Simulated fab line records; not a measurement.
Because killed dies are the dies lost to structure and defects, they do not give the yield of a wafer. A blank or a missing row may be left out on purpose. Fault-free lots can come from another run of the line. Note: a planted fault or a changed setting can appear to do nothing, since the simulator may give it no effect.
Matching of chambers -- flow nand_harc -- NHARC_A_M1_PRE_CLEAN_32 on pecvd-04 has 3 sister chambers
The step time 12 s. 6 wafers are shown with their chamber, then 7 later ones without.

EACH WAFER AND ITS CHAMBER
wafer,chamber,heater_power_w (W),susceptor_temp_C (C)
L091.2,2,593,370.25
L091.6,0,656,370.06
L090.4,1,627,370.25
L090.6,0,731,370.13
L094.1,1,572,370.21
L094.3,2,520,369.88

WAFERS WITHOUT THEIR CHAMBER
wafer,heater_power_w (W),susceptor_temp_C (C)
L094.4,768,370.26
L096.3,746,369.86
L096.4,518,370.24
L096.5,593,369.68
L097.1,606,370.04
L097.5,741,370.43
L097.6,611,370.14

EACH ONE'S CHAMBER
wafer,from the rows above,in truth
L094.4,can't be placed: 0 or 1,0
L096.3,can't be placed: 0 or 1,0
L096.4,can't be placed: 2 or 1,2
L096.5,can't be placed: 2 or 0 or 1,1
L097.1,can't be placed: 2 or 1 or 0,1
L097.5,can't be placed: 0 or 1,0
L097.6,can't be placed: 1 or 2 or 0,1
Correctly placed: 0 of 7. Cannot be placed on the basis of these rows: 7; the candidates contain the true chamber in 7. 0 placed wrongly.
How it was worked out, from the rows above alone: a wafer's distance from a chamber is the root of the sum, over the readings, of the square of ((its reading less the chamber's mean) divided by the reading's scatter). If the next closest chamber is less than 2 further off than the closest, the wafer can't be placed; otherwise it belongs to the closest. For every chamber, the mean is computed from those of its wafers that are shown. The scatter: take each reading less its chamber's mean, square it, sum over the shown wafers, divide by the number of wafers less the number of chambers, and take the root.
